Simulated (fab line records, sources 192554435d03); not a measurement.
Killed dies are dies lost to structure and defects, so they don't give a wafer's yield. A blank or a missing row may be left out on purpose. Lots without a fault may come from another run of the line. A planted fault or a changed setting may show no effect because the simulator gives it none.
Chamber matching | flow n5_finfet | N5_BEOL_M15_TRENCH_ETCH_34 on rie_diel-02: 4 sister chambers
The step etches SiO2 in C4F8/O2/Ar, target depth 872.93 nm, time 199 s. 8 wafers are shown with their chamber, then 7 later ones without.

WAFERS WITH THEIR CHAMBER
wafer  | chamber | rf_vpp_V (V) | showerhead_plenum_p_Torr (Torr)
L082.4 | 2       | 2295         | 3.39
L086.2 | 0       | 2245         | 3.49
L086.5 | 3       | 2154         | 3.35
L076.3 | 1       | 2219         | 3.26
L076.4 | 2       | 2294         | 3.38
L076.6 | 1       | 2218         | 3.26
L092.1 | 0       | 2243         | 3.48
L092.2 | 3       | 2153         | 3.35

WAFERS WITHOUT THEIR CHAMBER
wafer  | rf_vpp_V (V) | showerhead_plenum_p_Torr (Torr)
L092.4 | 2293         | 3.38
L093.2 | 2292         | 3.37
L093.4 | 2220         | 3.25
L093.6 | 2294         | 3.37
L097.1 | 2293         | 3.37
L097.5 | 2219         | 3.25
L097.6 | 2293         | 3.37

WHICH CHAMBER EACH WENT THROUGH
wafer  | from the rows above | in truth
L092.4 | 2                   | 2
L093.2 | 2                   | 2
L093.4 | 1                   | 1
L093.6 | 2                   | 2
L097.1 | 2                   | 2
L097.5 | 1                   | 1
L097.6 | 2                   | 2
Placed correctly: 7 of 7. Can't be placed from these rows: 0. Placed wrongly: 0.
How it was worked out, from the rows above alone: a wafer's distance from a chamber is the root of the sum, over the readings, of the square of ((its reading less the chamber's mean) divided by the reading's scatter). The wafer belongs to the nearest chamber; if the next one is less than 2 further off, it can't be placed. A chamber's mean is the mean of its shown wafers. The scatter: the root of (the sum of the squares of (reading less its chamber's mean) over the shown wafers, divided by (wafers less chambers)).
